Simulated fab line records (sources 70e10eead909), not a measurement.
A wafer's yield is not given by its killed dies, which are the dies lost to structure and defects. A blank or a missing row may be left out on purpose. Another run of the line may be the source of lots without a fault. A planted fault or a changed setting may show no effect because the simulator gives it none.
A struck lot beside a sound one ; flow nand harc ; 14 out of 1302 route steps
Sound: wafers L868.2, L868.4, L868.5. Struck: wafer L862.1. (L862.4 of the same lot was not struck and is left out.) The cause comes at the end.
Per side, at each step with rows, come the tool, then ch with its chambers, and then its first start. Under that, the readings that differ: sound wafers ; struck wafers ; difference of the means ; sigmas: that difference in standard deviations of wafers without a fault.
alike: readings whose means differ by less than 2 such deviations, and words and numbers that are the same on both sides. not compared: withheld readings, readings that some wafer has no value for, bounds like >300 that may hide the same value, and numbers for which the record gives no deviation and whose values overlap.
A row with sigmas, a row that says differs or no value, or rows on one side alone: a step with any of these is where the two part. Numbers that have no deviation but don't overlap get no sigmas and don't part them. Lack of a reading on every wafer of one side parts them only where that side has two or more wafers.

NHARC_A_CHANNEL_HOLE_D1_CD_MEAS_30:
  sound on cd sem-01, day 14 20:33; struck on cd sem-02, day 12 16:20
  alike: cd nm
NHARC_A_CHANNEL_HOLE_D1_XSEM_31:
  sound on xsem-02 ch 0, day 14 20:38; struck on xsem-02 ch 0, day 12 16:26
reading;sound;struck;difference;sigmas
bot cd nm (nm);73.7 77.1 74.0;72.6;-2.3;-2
  alike: bow nm, tilt deg
NHARC_A_CHANNEL_HOLE_D1_INSPECT_40:
  sound on defect inspect-01, day 14 20:44; struck on defect inspect-01, day 12 16:32
reading;sound;struck;difference;sigmas
raw defect count;57 56 32;103;+55;+2
then, 3 steps without rows for these wafers: NHARC_A_CHANNEL_FILL_D1_PRECLEAN_00 (cleans in SC1); NHARC_A_CHANNEL_FILL_D1_SRD_01; NHARC_A_CHANNEL_FILL_D1_ALD_02 (deposits SiO2, target thk 6 nm, pulse time 10 s, ald cycles 60).
NHARC_A_CHANNEL_FILL_D1_ALD_03: deposits SiNx, target thk 6 nm, pulse time 60 s, ald cycles 58.
  sound: ald sin batch-01 ch 0; struck: ald sin batch-01 ch 0
  alike: precursor pulse height rel
NHARC_A_CHANNEL_FILL_D1_ALD_14: deposits SiO2, target thk 2.5 nm, pulse time 10 s, ald cycles 25.
  sound on ald hk-04 ch 0,1,2, day 15 05:38; struck on ald hk-04 ch 3, day 12 23:42
  alike: heater power w, precursor pulse height rel
NHARC_A_CHANNEL_FILL_D1_ALD_15: deposits SiNx, target thk 2 nm, pulse time 60 s, ald cycles 19.
  sound: ald sin batch-02 ch 0; struck: ald sin batch-01 ch 0
  alike: precursor pulse height rel
then, 3 steps without rows for these wafers: NHARC_A_CHANNEL_FILL_D1_ALD_16 (deposits SiO2, target thk 1.5 nm, pulse time 10 s, ald cycles 15); NHARC_A_CHANNEL_FILL_D1_ANNEAL_17 (time 1800 s); NHARC_A_CHANNEL_FILL_D1_CVD_18 (deposits poly-Si, target thk 3 nm).
NHARC_A_CHANNEL_FILL_D1_ETCHBACK_19: etches the open film in HBr/Cl2, target depth 5 nm, time 1.7 s.
  sound on rie si-04 ch 0,2,3, day 15 22:38; struck on rie si-06 ch 1, day 13 18:01
reading;sound;struck;difference;sigmas
oes product au (a.u.);1.018 1.000 1.002;0.727;-0.280;-42
  alike: drypump motor current A, throttle valve pct
  not compared: rf hours counter h
NHARC_A_CHANNEL_FILL_D1_ETCHBACK_20: etches the open film in C4F8/O2/Ar, target depth 27 nm, time 13.5 s.
  sound on rie diel-09 ch 0,3, day 15 22:44; struck on rie diel-12 ch 0, day 13 18:08
  alike: oes product au, rf vpp V
  not compared: rf hours counter h

## WHERE THEY PART
At NHARC_A_CHANNEL_HOLE_D1_XSEM_31 first; at NHARC_A_CHANNEL_FILL_D1_ETCHBACK_19 last (within this record only). Later steps at which nothing parts them and some readings are alike: NHARC_A_CHANNEL_FILL_D1_ETCHBACK_20.

WHY: whatever the simulator had introduced
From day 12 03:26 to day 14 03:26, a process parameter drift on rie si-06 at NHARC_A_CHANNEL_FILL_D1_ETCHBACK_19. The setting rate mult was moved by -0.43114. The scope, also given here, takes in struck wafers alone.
